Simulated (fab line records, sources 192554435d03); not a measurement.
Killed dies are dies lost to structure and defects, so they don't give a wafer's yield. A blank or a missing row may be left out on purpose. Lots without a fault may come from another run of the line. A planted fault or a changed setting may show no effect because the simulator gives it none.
fab line records | flow n5_finfet
record lots=7 wafers=39
route steps=1938 shown SD_EPI_P@300 HKMG_FIN@403 MOL_CONTACT_COAG@532
start_h: hours from the record's first day to the start of the lot's first wafer shown | wait_h: hours since the lot's step before | " the same as in the row above | L1.1+2: a row that stands for several wafers | - no value, or no start given | * or withheld: withheld | < > ~ a bound
route shown NAME@n: a module of which the file shows steps, and the number in the route of the first | usual: mean/standard deviation of fault-free wafers | same: alike in all rows | chamber/n: place in a boat | sites: the reading at each site | _std_site: their standard deviation | _edge_site: outer sites' mean less inner sites' | radius_mm: how far each site lies from the wafer's centre | mask NAME#n: copy n | behind: the tool/chamber that last shaped the wafer | hold: why the lot was held/for how many hours/how that ended | device: the transistor (n, p or np) that didn't switch | end of line: the same wafers' tests at the end of the route | a step without rows: its recipe alone | killed: dies lost to structure and defects at the first sort, not the wafer's yield | map: a wafer's dies, x killed, . not, _ none there
set.NAME: the setting as run; set.NAME@STEP: as run at that earlier step | model.NAME: the simulator's own value behind a step, which no gauge read
lots whose settings were changed on purpose; a table a step, a row a wafer
## steps
# step N5_SD_EPI_P_EXPOSE_06
# recipe mask_id=SD_P_BLK na=1.35 source_shape=conventional sigma_outer=0.8 polarization=unpolarized target_cd_nm=240 dose_mj=39.5
# columns lot.wafer tool chamber start_h wait_h mask set.dose_mj
L076.1+2+5 arfi_scanner-03 0 65.24 - SD_P_BLK#0 39.5
L076.3+4+6 " 0 " " SD_P_BLK#0 36.57
L078.1+2+3+4+5+6 arfi_scanner-03 0 81.14 - SD_P_BLK#0 39.5
L079.1+2+6 arfi_scanner-03 0 87.67 - SD_P_BLK#0 39.5
L079.3+4+5 " 0 " " SD_P_BLK#0 40.56
L080.1+2+3+4+5+6 arfi_scanner-01 0 90.97 - SD_P_BLK#0 39.5
L081.3+4+5 arfi_scanner-03 0 99.25 - SD_P_BLK#0 39.5
L084.1+3+4 arfi_scanner-03 0 117.58 - SD_P_BLK#0 39.5
L084.2+5+6 " 0 " " SD_P_BLK#0 37.89
L088.1+4+5 arfi_scanner-01 0 138.46 - SD_P_BLK#0 37.35
L088.2+3+6 " 0 " " SD_P_BLK#0 39.5
# step N5_SD_EPI_P_PEB_07
# recipe peb_temp_c=110 peb_time_s=60 resist=CAR-ArF-block
# step N5_SD_EPI_P_DEVELOP_08
# recipe develop_time_s=30 developer=TMAH resist=CAR-ArF-block dev_temp_c=23 rinse_liquid=diw dry=air_spin
# step N5_SD_EPI_P_CD_MEAS_09
# recipe target_cd_nm=240 landing_energy_ev=500 detector=se_inlens
# usual cd_nm=240.4/0.8
# columns lot.wafer tool chamber start_h wait_h set.dose_mj@SD_EPI_P_EXPOSE_06 cd_nm
L076.1 cd_sem-03 0 65.36 - 39.5 240.5
L076.2 " 0 " " 39.5 240.8
L076.3 " 0 " " 36.57 235.1
L076.4 " 0 " " 36.57 235.6
L076.5 " 0 " " 39.5 240.0
L076.6 " 0 " " 36.57 234.4
L078.1 cd_sem-02 0 81.26 - 39.5 240.4
L078.2 " 0 " " 39.5 239.8
L078.3 " 0 " " 39.5 239.8
L078.4 " 0 " " 39.5 240.3
L078.5 " 0 " " 39.5 239.4
L078.6 " 0 " " 39.5 240.0
L079.1 cd_sem-03 0 87.80 - 39.5 239.0
L079.2 " 0 " " 39.5 238.5
L079.3 " 0 " " 40.56 240.2
L079.4 " 0 " " 40.56 240.4
L079.5 " 0 " " 40.56 240.7
L079.6 " 0 " " 39.5 239.0
L080.1 cd_sem-03 0 91.09 - 39.5 241.5
L080.2 " 0 " " 39.5 241.3
L080.3 " 0 " " 39.5 240.9
L080.4 " 0 " " 39.5 241.0
L080.5 " 0 " " 39.5 242.4
L080.6 " 0 " " 39.5 240.3
L081.3 cd_sem-01 0 99.37 - 39.5 240.9
L081.4 " 0 " " 39.5 240.9
L081.5 " 0 " " 39.5 240.9
L084.1 cd_sem-03 0 117.70 - 39.5 239.7
L084.2 " 0 " " 37.89 236.1
L084.3 " 0 " " 39.5 241.5
L084.4 " 0 " " 39.5 239.7
L084.5 " 0 " " 37.89 238.2
L084.6 " 0 " " 37.89 237.5
L088.1 cd_sem-01 0 138.58 - 37.35 236.9
L088.2 " 0 " " 39.5 239.7
L088.3 " 0 " " 39.5 241.0
L088.4 " 0 " " 37.35 237.5
L088.5 " 0 " " 37.35 237.2
L088.6 " 0 " " 39.5 240.8
# step N5_SD_EPI_P_DESCUM_14
# recipe chemistry=O2 time_s=7.9 source_power_w=50 bias_power_w=20 pressure_mtorr=20 rf_frequency_hz=2.712e+07 temp_c=40 resist=CAR-ArF-block o2_flow_sccm=225
# columns lot.wafer tool chamber start_h wait_h set.dose_mj@SD_EPI_P_EXPOSE_06 model.SD_EPI_P.cd_nm
L076.1 rie_diel-02 1 65.45 0.0 39.5 240.6
L076.2 " 3 " " 39.5 241
L076.3 " 2 " " 36.57 235.6
L076.4 " 0 " " 36.57 235.8
L076.5 " 2 " " 39.5 240.2
L076.6 " 3 " " 36.57 234.6
L078.1 rie_diel-05 3 81.35 0.0 39.5 240.6
L078.2+4 " 0,2 " " 39.5 240.2
L078.3 " 1 " " 39.5 240
L078.5 " 0 " " 39.5 239.6
L078.6 " 3 " " 39.5 240.4
L079.1+6 rie_diel-01 1 87.89 0.0 39.5 239
L079.2 " 3 " " 39.5 238.8
L079.3 " 0 " " 40.56 240
L079.4+5 " 2,0 " " 40.56 240.4
L080.1+2 rie_diel-01 3,2 91.18 0.0 39.5 241.6
L080.3 " 0 " " 39.5 240.4
L080.4 " 1 " " 39.5 240.8
L080.5 " 0 " " 39.5 242.2
L080.6 " 3 " " 39.5 240.2
L081.3 rie_diel-02 0 99.45 0.0 39.5 241
L081.4 " 3 " " 39.5 241.2
L081.5 " 2 " " 39.5 240.6
L084.1 rie_diel-02 3 117.79 0.0 39.5 239.8
L084.2 " 2 " " 37.89 236.2
L084.3 " 0 " " 39.5 241
L084.4 " 2 " " 39.5 240
L084.5 " 0 " " 37.89 238
L084.6 " 3 " " 37.89 238.2
L088.1 rie_diel-02 0 138.89 0.3 37.35 236.8
L088.2 " 2 " " 39.5 239.6
L088.3 " 1 " " 39.5 241
L088.4 " 3 " " 37.35 237.4
L088.5 " 2 " " 37.35 237
L088.6 " 3 " " 39.5 240.8
# step N5_SD_EPI_P_ETCH_36
# recipe chemistry=CF4 target=SiARC target_depth_a=455 mask_material=CAR-ArF-block time_s=75.8 ion_energy_ev=80 pressure_mtorr=40 source_w=545 bias_w=36 Ar_flow_sccm=100 cf4_flow_sccm=100 ends=cleared
# columns lot.wafer tool chamber start_h wait_h set.dose_mj@SD_EPI_P_EXPOSE_06 model.SD_EPI_P.cd_nm
L076.1+2 rie_diel-02 1,3 65.48 0.0 39.5 240.6
L076.3 " 2 " " 36.57 235.6
L076.4 " 0 " " 36.57 235.8
L076.5 " 2 " " 39.5 240
L076.6 " 3 " " 36.57 234.4
L078.1 rie_diel-05 3 81.39 0.0 39.5 241
L078.2+4 " 0,2 " " 39.5 240.4
L078.3 " 1 " " 39.5 240
L078.5 " 0 " " 39.5 239.8
L078.6 " 3 " " 39.5 240.8
L079.1 rie_diel-01 1 87.92 0.0 39.5 239
L079.2+6 " 3,1 " " 39.5 238.6
L079.3 " 0 " " 40.56 240
L079.4+5 " 2,0 " " 40.56 240.6
L080.1 rie_diel-01 3 91.21 0.0 39.5 241.2
L080.2 " 2 " " 39.5 241.6
L080.3 " 0 " " 39.5 240.4
L080.4 " 1 " " 39.5 240.6
L080.5 " 0 " " 39.5 242.4
L080.6 " 3 " " 39.5 240
L081.3+4 rie_diel-02 0,3 99.49 0.0 39.5 241.2
L081.5 " 2 " " 39.5 240.8
L084.1 rie_diel-02 3 117.82 0.0 39.5 239.6
L084.2 " 2 " " 37.89 236
L084.3 " 0 " " 39.5 241
L084.4 " 2 " " 39.5 240
L084.5 " 0 " " 37.89 238
L084.6 " 3 " " 37.89 237.8
L088.1 rie_diel-02 0 138.92 0.0 37.35 236.6
L088.2 " 2 " " 39.5 239.4
L088.3 " 1 " " 39.5 241
L088.4+5 " 3,2 " " 37.35 237
L088.6 " 3 " " 39.5 240.6
# step N5_SD_EPI_P_ETCH_37
# recipe chemistry=N2/H2 target=SOC overetch_a=1080 mask_material=SiARC temp_c=40 ion_energy_ev=100 source_w=3000 bias_w=133 pressure_mtorr=20 time_s=486 n2_flow_sccm=200 h2_flow_sccm=200 ends=end_point
# columns lot.wafer tool chamber start_h wait_h set.dose_mj@SD_EPI_P_EXPOSE_06 model.SD_EPI_P.cd_nm
L076.1 rie_diel-02 1 65.54 0.0 39.5 242.2
L076.2 " 3 " " 39.5 242
L076.3 " 2 " " 36.57 237
L076.4 " 0 " " 36.57 236.6
L076.5 " 2 " " 39.5 241
L076.6 " 3 " " 36.57 234.8
L078.1 rie_diel-05 3 81.44 0.0 39.5 241.6
L078.2 " 0 " " 39.5 239.8
L078.3 " 1 " " 39.5 239.6
L078.4 " 2 " " 39.5 240.4
L078.5 " 0 " " 39.5 239.2
L078.6 " 3 " " 39.5 241.2
L079.1+6 rie_diel-01 1 87.98 0.0 39.5 239.4
L079.2 " 3 " " 39.5 238.4
L079.3 " 0 " " 40.56 240.2
L079.4 " 2 " " 40.56 239.4
L079.5 " 0 " " 40.56 240.6
L080.1+4 rie_diel-01 3,1 91.27 0.0 39.5 241.8
L080.2 " 2 " " 39.5 240.4
L080.3 " 0 " " 39.5 241
L080.5 " 0 " " 39.5 243
L080.6 " 3 " " 39.5 240.6
L081.3 rie_diel-02 0 99.54 0.0 39.5 240
L081.4 " 3 " " 39.5 240.4
L081.5 " 2 " " 39.5 242.6
L084.1 rie_diel-02 3 117.88 0.0 39.5 239.8
L084.2 " 2 " " 37.89 237.4
L084.3 " 0 " " 39.5 241.8
L084.4 " 2 " " 39.5 240.2
L084.5 " 0 " " 37.89 238.4
L084.6 " 3 " " 37.89 237.6
L088.1 rie_diel-02 0 138.98 0.0 37.35 236.6
L088.2 " 2 " " 39.5 240
L088.3 " 1 " " 39.5 241.4
L088.4 " 3 " " 37.35 236.8
L088.5 " 2 " " 37.35 238.2
L088.6 " 3 " " 39.5 241
# step N5_SD_EPI_P_STRIP_38
# recipe chemistry=N2/H2 temp_c=40 n2_flow_sccm=200 h2_flow_sccm=200 rf_frequency_hz=6e+07
# step N5_SD_EPI_P_ETCHBACK_46
# recipe chemistry=CH3F/O2 mode=anisotropic_etchback target=SiNx target_depth_a=175 stop_on=SiO2 over_etch_frac=0.3 ion_energy_ev=120 pressure_mtorr=30 source_w=395 bias_w=73 Ar_flow_sccm=150 CH3F_flow_sccm=30 O2_flow_sccm=20
# columns lot.wafer tool chamber start_h wait_h set.dose_mj@SD_EPI_P_EXPOSE_06 model.SD_EPI_P.cd_nm
L076.1 rie_diel-02 1 65.86 0.0 39.5 242.2
L076.2 " 3 " " 39.5 242
L076.3 " 2 " " 36.57 237
L076.4 " 0 " " 36.57 236.4
L076.5 " 2 " " 39.5 241
L076.6 " 3 " " 36.57 234.8
L078.1 rie_diel-05 3 81.77 0.0 39.5 241.6
L078.2 " 0 " " 39.5 240
L078.3 " 1 " " 39.5 239.6
L078.4 " 2 " " 39.5 240.4
L078.5 " 0 " " 39.5 239.2
L078.6 " 3 " " 39.5 241.2
L079.1 rie_diel-01 1 88.30 0.0 39.5 239.2
L079.2 " 3 " " 39.5 238.4
L079.3 " 0 " " 40.56 240
L079.4 " 2 " " 40.56 239.4
L079.5 " 0 " " 40.56 240.6
L079.6 " 1 " " 39.5 239.4
L080.1+4 rie_diel-01 3,1 91.59 0.0 39.5 241.8
L080.2 " 2 " " 39.5 240.4
L080.3 " 0 " " 39.5 240.8
L080.5 " 0 " " 39.5 243
L080.6 " 3 " " 39.5 240.6
L081.3 rie_diel-02 0 99.87 0.0 39.5 239.8
L081.4 " 3 " " 39.5 240.4
L081.5 " 2 " " 39.5 242.6
L084.1 rie_diel-02 3 118.20 0.0 39.5 239.8
L084.2 " 2 " " 37.89 237.6
L084.3 " 0 " " 39.5 241.6
L084.4 " 2 " " 39.5 240.2
L084.5 " 0 " " 37.89 238.2
L084.6 " 3 " " 37.89 237.4
L088.1 rie_diel-02 0 139.31 0.0 37.35 236.4
L088.2 " 2 " " 39.5 240
L088.3 " 1 " " 39.5 241.6
L088.4 " 3 " " 37.35 237
L088.5 " 2 " " 37.35 238.2
L088.6 " 3 " " 39.5 241.2
# step N5_HKMG_FIN_ETCH_55
# recipe chemistry=N2/H2 target=SOC target_depth_a=2400 temp_c=40 time_s=300 ion_energy_ev=200 mask_material=SiARC pressure_mtorr=30 source_w=840 bias_w=150 n2_flow_sccm=200 h2_flow_sccm=200
# columns lot.wafer tool chamber start_h wait_h set.time_s model.etch.depth_nm model.HKMG_FIN.feature_depth_nm model.SiARC_of_HKMG_FIN_COAT_42.thk_nm
L076.1 rie_diel-04 1 82.69 0.0 300 250.1 250 20.6
L076.2 " 3 " " 300 244.7 244.8 21
L076.3 " 0 " " 300 234.8 234.8 21.6
L076.4 " 2 " " 300 239.9 239.8 21.2
L076.5 " 0 " " 300 233.3 233.4 21.6
L076.6 " 1 " " 300 248.3 248.2 20.8
L078.1 rie_diel-04 1 99.61 0.0 333.1 277.9 278 19.2
L078.2 " 0 " " 300 235.6 235.6 21.4
L078.3 " 3 " " 333.1 275 275 19.4
L078.4 " 2 " " 333.1 269.2 269.2 19.8
L078.5 " 0 " " 300 235.9 235.8 21.4
L078.6 " 3 " " 300 246.9 246.8 20.8
L079.1 rie_diel-06 1 107.06 0.0 353.5 284.3 284.2 18.4
L079.2 " 0 " " 300 235.9 236 21.2
L079.3 " 2 " " 353.5 278.6 278.6 19
L079.4 " 3 " " 300 228.9 228.8 22
L079.5 " 2 " " 300 237.4 237.4 21.4
L079.6 " 1 " " 353.5 283.5 283.4 18.4
L080.1 rie_diel-06 2 109.20 0.0 300 240.8 240.8 21.2
L080.2 " 3 " " 334.6 256.3 256.2 20.4
L080.3 " 1 " " 300 241.5 241.6 21
L080.4 " 0 " " 334.6 264.6 264.6 19.6
L080.5 " 2 " " 334.6 265.4 265.4 19.8
L080.6 " 1 " " 300 243 243 21
L081.3 rie_diel-04 3 118.76 0.0 300 248.8 248.8 20.6
L081.4 " 2 " " 300 244.9 245 21
L081.5 " 2 " " 300 244.2 244.2 21
L084.1 rie_diel-04 3 135.21 0.0 348.6 286.4 286.4 18.6
L084.2 " 0 " " 348.6 274.3 274.2 19.2
L084.3 " 1 " " 300 248.7 248.6 20.8
L084.4 " 2 " " 300 240.8 240.8 21.4
L084.5 " 3 " " 300 247.1 247.2 21
L084.6 " 2 " " 348.6 279.1 279 19.2
L088.1 rie_diel-04 3 156.02 0.0 300 245.4 245.4 21
L088.2 " 1 " " 320.2 266.2 266.2 19.8
L088.3 " 2 " " 320.2 257.4 257.4 20.4
L088.4 " 3 " " 320.2 258.4 258.4 20.2
L088.5 " 2 " " 300 241.6 241.6 21.2
L088.6 " 1 " " 300 246 246 21
# step N5_MOL_CONTACT_COAG_ETCH_106
# recipe chemistry=N2/H2 target=SOC target_depth_a=800 overetch_a=160 mask_material=SiARC temp_c=40 time_s=120 ion_energy_ev=200 pressure_mtorr=30 source_w=840 bias_w=150 n2_flow_sccm=200 h2_flow_sccm=200
# usual rf_vpp_V=522.2/1.8
# columns lot.wafer tool chamber start_h wait_h set.source_w rf_vpp_V
L076.1 rie_diel-03 2 103.87 0.0 840 523.9
L076.2 " 1 " " 840 520.7
L076.3 " 0 " " 840 524.7
L076.4 " 2 " " 840 524.1
L076.5 " 0 " " 840 525.6
L076.6 " 1 " " 840 520.6
L078.1 rie_diel-04 0 115.72 0.0 840 520.5
L078.2 " 1 " " 705.6 552.5
L078.3 " 2 " " 840 522.7
L078.4 " 3 " " 705.6 554.0
L078.5 " 2 " " 840 522.2
L078.6 " 1 " " 705.6 553.9
L079.1 rie_diel-03 1 123.19 0.0 788.6 531.5
L079.2 " 2 " " 840 523.9
L079.3 " 0 " " 840 527.0
L079.4 " 3 " " 840 529.0
L079.5 " 3 " " 788.6 538.1
L079.6 " 0 " " 788.6 538.1
L080.1 rie_diel-06 3 126.23 0.0 750.5 542.4
L080.2 " 0 " " 840 522.1
L080.3 " 1 " " 840 522.4
L080.4 " 2 " " 750.5 540.2
L080.5 " 3 " " 840 522.6
L080.6 " 2 " " 750.5 539.3
L081.3 rie_diel-04 0 134.49 0.0 840 521.8
L081.4 " 3 " " 840 522.0
L081.5 " 2 " " 840 523.7
L084.1 rie_diel-04 2 150.93 0.0 840 522.7
L084.2 " 3 " " 840 521.4
L084.3 " 1 " " 840 520.8
L084.4 " 3 " " 840 522.0
L084.5 " 2 " " 840 522.2
L084.6 " 1 " " 840 521.8
L088.1 rie_diel-04 2 173.27 0.0 840 522.4
L088.2 " 1 " " 900.9 509.9
L088.3 " 0 " " 900.9 510.2
L088.4 " 3 " " 840 522.0
L088.5 " 3 " " 900.9 510.8
L088.6 " 2 " " 840 522.5
## key
split step=N5_SD_EPI_P_EXPOSE_06 setting=dose_mj stated=39.5 by=wafer
response step=N5_SD_EPI_P_CD_MEAS_09 reading=cd_nm change=+0.689 per=1% r=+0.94
response step=N5_SD_EPI_P_DESCUM_14 reading=model.SD_EPI_P.cd_nm change=+0.669 per=1% r=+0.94
response step=N5_SD_EPI_P_ETCH_36 reading=model.SD_EPI_P.cd_nm change=+0.676 per=1% r=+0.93
response step=N5_SD_EPI_P_ETCH_37 reading=model.SD_EPI_P.cd_nm change=+0.694 per=1% r=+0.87
response step=N5_SD_EPI_P_ETCHBACK_46 reading=model.SD_EPI_P.cd_nm change=+0.705 per=1% r=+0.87
split step=N5_HKMG_FIN_ETCH_55 setting=time_s stated=300 by=wafer
response step=N5_HKMG_FIN_ETCH_55 reading=model.etch.depth_nm change=+2.43 per=1% r=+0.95
response step=N5_HKMG_FIN_ETCH_55 reading=model.HKMG_FIN.feature_depth_nm change=+2.43 per=1% r=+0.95
response step=N5_HKMG_FIN_ETCH_55 reading=model.SiARC_of_HKMG_FIN_COAT_42.thk_nm change=-0.141 per=1% r=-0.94
split step=N5_MOL_CONTACT_COAG_ETCH_106 setting=source_w stated=840 by=wafer
response step=N5_MOL_CONTACT_COAG_ETCH_106 reading=rf_vpp_V change=-1.84 per=1% r=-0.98
